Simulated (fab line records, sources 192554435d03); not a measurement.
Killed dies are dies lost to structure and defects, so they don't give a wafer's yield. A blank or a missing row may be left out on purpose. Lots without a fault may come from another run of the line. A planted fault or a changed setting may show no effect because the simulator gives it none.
Problem report in the 8D (eight disciplines) form, filled by code | flow n5_finfet | the parts of the form that need people (team, actions taken, sign-off) are left out

1. THE PROBLEM
etch_rf_on_time_s at N5_GATE_CUT_ETCH_36 reads a mean of 29.3 s on 4 wafers of 3 lots; wafers without a fault read 21.8 s with a standard deviation of 0.49. That is +15 standard deviations from the usual mean.
The step: etches SiARC in CF4, target depth 13 nm, time 21.7 s.
First seen on wafer L119.5, day 6 15:06, on rie_diel-05. The record holds 27 wafers of 9 lots with a number at this step. Rule for "out", or "out of limits": more than 4 standard deviations from the usual mean. The other wafers with a number count as sound.

2. WHAT IT IS AND WHAT IT IS NOT
question                    | is                             | is not
which readings at this step | etch_rf_on_time_s              | drypump_motor_current_A, rf_vpp_V, showerhead_plenum_p_Torr, throttle_valve_pct
which lots                  | L119, L120, L121               | L111, L113, L125, L130, L131, L132
which wafers of those lots  | L119.5, L120.1, L120.5, L121.5 | L119.3, L119.6, L120.3, L121.3, L121.6
read on which tools         | rie_diel-05                    | rie_diel-02
when                        | from day 6 15:06               | up to then (8 sound wafers); but 15 sound wafers of L120, L121, L125, L130, L131, L132 came after

3. SUSPECTS, AND WHAT RULES EACH OUT
Counting: a tool at a process step up to the reading stays a suspect if it ran every lot that is out. Sound lots after the first of them don't rule it out here, since some wafers of a struck lot are sound.
- rie_diel-05 at N5_GATE_CUT_ETCH_36 (etches SiARC in CF4, target depth 13 nm, time 21.7 s): kept. It ran every lot that is out, first L119 (day 6 15:06); its last sound lot up to then is L113 (day 5 03:01). Its own readings are out on those wafers: etch_rf_on_time_s.
Left after counting: rie_diel-05 at N5_GATE_CUT_ETCH_36.

4. THE CAUSE (what the simulator had put in)
Process parameter drift: rie_diel-05, from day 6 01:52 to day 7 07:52, at N5_GATE_CUT_ETCH_36. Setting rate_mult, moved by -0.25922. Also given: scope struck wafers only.
Counting left only this tool.

5. THE CHAIN OF EFFECTS, in route order
Each row: a reading whose mean over the struck wafers that have a number lies more than 3 standard deviations from the usual. Only readings for which the record gives a usual standard deviation are gone through. hours: the time from each lot's start at the first step in this table that gives one to its start at this step, as a median over the lots. sigmas: the change in usual standard deviations.
hours | step                | reading           | usual  | on struck wafers | change | sigmas
0     | N5_GATE_CUT_ETCH_36 | etch_rf_on_time_s | 21.8 s | 29.3             | +7.5   | +15
The process steps in it:
- N5_GATE_CUT_ETCH_36: etches SiARC in CF4, target depth 13 nm, time 21.7 s.
Later measuring or inspecting steps at which every struck wafer that the step has a row for has a number for every such reading, and none has moved that far: N5_BEOL_M4_RC_MEAS_101.

6. WHAT WOULD HAVE CAUGHT IT SOONER
In this record the first reading out of limits was taken at day 6 15:06, 13 hours after the fault began at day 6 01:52.
